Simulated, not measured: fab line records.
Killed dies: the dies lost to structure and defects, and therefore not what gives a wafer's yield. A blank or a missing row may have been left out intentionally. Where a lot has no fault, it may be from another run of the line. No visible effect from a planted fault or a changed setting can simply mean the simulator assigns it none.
Matching of chambers | flow n5-finfet | N5_MOL_CONTACT_COAG_ETCH_66 on rie-diel-02: 4 sister chambers
The step etches SiARC in CF4, target depth 13 nm, time 21.7 s. 16 wafers are shown with their chamber, then 8 later ones without.

WAFERS WITH THEIR CHAMBER
wafer  | chamber | showerhead-plenum-p-Torr (Torr) | drypump-motor-current-A (A) | throttle-valve-pct (%)
L077.2 | 0       | 2.04                            | 5.0                         | 15.79
L077.4 | 0       | 2.04                            | 5.1                         | 15.79
L077.6 | 3       | 2.17                            | 6.4                         | 15.39
L079.2 | 2       | 2.30                            | 5.3                         | 15.59
L079.3 | 1       | 2.03                            | 5.9                         | 15.84
L079.6 | 2       | 2.30                            | 5.3                         | 15.61
L080.1 | 0       | 2.04                            | 5.1                         | 15.81
L080.3 | 2       | 2.30                            | 5.3                         | 15.62
L080.6 | 1       | 2.03                            | 5.9                         | 15.85
L081.4 | 0       | 2.03                            | 5.1                         | 15.82
L081.5 | 1       | 2.03                            | 5.9                         | 15.83
L081.6 | 2       | 2.30                            | 5.3                         | 15.62
L085.1 | 3       | 2.17                            | 6.4                         | 15.42
L085.3 | 0       | 2.03                            | 5.1                         | 15.84
L085.5 | 2       | 2.30                            | 5.3                         | 15.65
L088.1 | 3       | 2.17                            | 6.4                         | 15.43

SIGNATURES (averages over the wafers above)
reading                  | chamber 0 | chamber 1 | chamber 2 | chamber 3 | scatter within a chamber
showerhead-plenum-p-Torr | 2.0360    | 2.0300    | 2.3000    | 2.1700    | 0.00316
drypump-motor-current-A  | 5.080     | 5.900     | 5.300     | 6.400     | 0.0258
throttle-valve-pct       | 15.8100   | 15.8400   | 15.6180   | 15.4133   | 0.0199
Rule: for each reading, subtract the chamber's mean from the wafer's reading, divide by that reading's scatter and square the result; add these up over the readings and take the root, which gives the wafer's distance from the chamber. The wafer belongs to the nearest chamber; if the next one is less than 2 further off, it can't be placed. The scatter: the root of (the sum of the squares of (reading less its chamber's mean) over the shown wafers, divided by (wafers less chambers)).

WAFERS WITH NO CHAMBER GIVEN
wafer  | showerhead-plenum-p-Torr (Torr) | drypump-motor-current-A (A) | throttle-valve-pct (%)
L088.3 | 2.03                            | 5.0                         | 15.84
L088.5 | 2.03                            | 5.1                         | 15.84
L091.1 | 2.16                            | 6.4                         | 15.45
L091.5 | 2.28                            | 5.9                         | 15.35
L091.6 | 2.03                            | 5.0                         | 15.86
L094.2 | 2.29                            | 5.3                         | 15.66
L094.4 | 2.16                            | 6.4                         | 15.46
L094.6 | 2.27                            | 5.9                         | 15.38

WHICH CHAMBER EACH ONE RAN IN
wafer  | from the rows above | in truth
L088.3 | 0                   | 0
L088.5 | 0                   | 0
L091.1 | 3                   | 3
L091.5 | 2                   | 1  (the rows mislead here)
L091.6 | 0                   | 0
L094.2 | 2                   | 2
L094.4 | 3                   | 3
L094.6 | 2                   | 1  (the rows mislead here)
Correct placement for 6 of the 8. Can't be placed from these rows: 0. Number placed wrongly: 2.
